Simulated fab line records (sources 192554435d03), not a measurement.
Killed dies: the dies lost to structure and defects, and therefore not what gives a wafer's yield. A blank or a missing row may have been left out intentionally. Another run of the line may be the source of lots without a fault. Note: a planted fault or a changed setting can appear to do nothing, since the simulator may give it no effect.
Lot-split experiment | flow n5 finfet | 21 wafers read from 7 lots, route of 1938 steps

## ABOUT THE SPLIT
At N5_MIM_BOT_SPUTTER_00 (material TiN, target thk 35 nm, time 89.7 s), the setting chamber pressure pa was moved away from the recipe's 0.49996 Pa on 18 of the 21 wafers read, by -12.0% to +15.0%. The other wafers ran this setting at the recipe's value.

The reading is taken at the split's own step.

## THE READING
TiN_of_MIM_BOT_SPUTTER_00.thk nm (the simulator's own value, which no gauge read), in nm, at N5_MIM_BOT_SPUTTER_00 (material TiN, target thk 35 nm, time 89.7 s). No usual value for it is given in the file. The 3 wafers here that ran the recipe average 35.1 nm, standard deviation 0.19 nm.

wafer  | tool, chamber at the split | chamber pressure pa as run, Pa | against the recipe | TiN_of_MIM_BOT_SPUTTER_00.thk nm, nm | against lot-mates on the recipe
L075.1 | pvd sputter-02, -          | 0.5686                         | +13.7%             | 33.8                                 | no lot-mate on the recipe
L075.6 | pvd sputter-02, -          | 0.5686                         | +13.7%             | 33.8                                 | no lot-mate on the recipe
L075.5 | pvd sputter-02, -          | 0.5686                         | +13.7%             | 33.4                                 | no lot-mate on the recipe
L079.2 | pvd sputter-03, -          | 0.4501                         | -10.0%             | 35.4                                 | no lot-mate on the recipe
L079.6 | pvd sputter-03, -          | 0.4501                         | -10.0%             | 35.4                                 | no lot-mate on the recipe
L079.4 | pvd sputter-03, -          | 0.4501                         | -10.0%             | 35.2                                 | no lot-mate on the recipe
L078.3 | pvd sputter-02, -          | 0.5748                         | +15.0%             | 34.6                                 | no lot-mate on the recipe
L078.5 | pvd sputter-02, -          | 0.5748                         | +15.0%             | 34.4                                 | no lot-mate on the recipe
L078.6 | pvd sputter-02, -          | 0.5748                         | +15.0%             | 34.2                                 | no lot-mate on the recipe
L085.1 | pvd sputter-01, -          | 0.4723                         | -5.5%              | 35.4                                 | no lot-mate on the recipe
L085.2 | pvd sputter-01, -          | 0.4723                         | -5.5%              | 34.6                                 | no lot-mate on the recipe
L085.3 | pvd sputter-01, -          | 0.4723                         | -5.5%              | 34.8                                 | no lot-mate on the recipe
L091.3 | pvd sputter-03, -          | 0.44                           | -12.0%             | 35.6                                 | no lot-mate on the recipe
L091.4 | pvd sputter-03, -          | 0.44                           | -12.0%             | 35.6                                 | no lot-mate on the recipe
L091.5 | pvd sputter-03, -          | 0.44                           | -12.0%             | 35.4                                 | no lot-mate on the recipe
L093.3 | pvd sputter-02, -          | 0.5391                         | +7.8%              | 34.4                                 | no lot-mate on the recipe
L093.4 | pvd sputter-02, -          | 0.5391                         | +7.8%              | 34.6                                 | no lot-mate on the recipe
L093.5 | pvd sputter-02, -          | 0.5391                         | +7.8%              | 34.8                                 | no lot-mate on the recipe
L092.2 | pvd sputter-03, -          | 0.49996                        | recipe             | 35.2                                 | -
L092.5 | pvd sputter-03, -          | 0.49996                        | recipe             | 35.2                                 | -
L092.3 | pvd sputter-03, -          | 0.49996                        | recipe             | 34.8                                 | -

THE FIT
A straight line over all 21 wafers: TiN_of_MIM_BOT_SPUTTER_00.thk nm changes by -0.0515 nm for each +1% of chamber pressure pa; r = -0.86; the points scatter about the line by 0.33 nm.
Too few moved wafers have a lot-mate on the recipe to fit a line with each lot's own level taken away.

## FILE'S OWN FIT
TiN_of_MIM_BOT_SPUTTER_00.thk nm changes by -0.0515 nm for each +1% of chamber pressure pa, r = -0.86.
